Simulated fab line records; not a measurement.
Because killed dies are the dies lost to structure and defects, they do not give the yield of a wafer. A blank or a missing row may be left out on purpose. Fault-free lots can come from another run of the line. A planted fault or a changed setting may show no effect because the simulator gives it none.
2 desks looking at one fault | flow n5-finfet | only its own numbers are on each desk; what lay behind them is given at the end

AT THE METROLOGY DESK
Means of the sampled wafers that have a number, per lot and without regard to the tool the lot ran on: this is what the gauges read. A lot is out of limits, marked OUT, if its mean lies more than 4 standard deviations from the usual mean; the brackets give that distance.
Columns: A = trench-depth-nm at N5_BEOL_M13_OCD_MEAS_35, usual 414 nm
lot  | first seen here | A
L790 | day 12 10:53    | 419
L794 | day 14 00:00    | 412
L804 | day 16 19:31    | 410
L786 | day 16 22:59    | 411
L805 | day 17 03:46    | 411
L807 | day 17 17:07    | 419
Finding of this desk: none of the 6 lots has anything out of limits.

THE TOOL OWNER'S DESK: pvd-sputter-02
The tool's own readings at N5_BEOL_M13_SPUTTER_44 (material Ta, target thk 10 nm, time 16.13 s): means of the sampled wafers that have a number, for each lot that ran on this tool. A lot is out of limits, marked OUT, if its mean lies more than 4 standard deviations from the usual mean; the brackets give that distance.
Columns: A = cathode-dc-power-W at N5_BEOL_M13_SPUTTER_44, usual 15000 W; B = throttle-valve-pct at N5_BEOL_M13_SPUTTER_44, usual 29.6 %
lot  | first seen here | A     | B
L790 | day 12 13:32    | 15002 | 29.8
L794 | day 14 01:58    | 14999 | 29.5
L804 | day 16 20:15    | 15002 | 29.7
L805 | day 17 05:59    | 15002 | 29.9
Finding of this desk: none of the 4 lots has anything out of limits.

PUT TOGETHER
From the metrology desk's view, nothing was out of limits.
Nothing out of limits was seen by the tool owner's desk.

WHAT THE SIMULATOR HAD PUT IN
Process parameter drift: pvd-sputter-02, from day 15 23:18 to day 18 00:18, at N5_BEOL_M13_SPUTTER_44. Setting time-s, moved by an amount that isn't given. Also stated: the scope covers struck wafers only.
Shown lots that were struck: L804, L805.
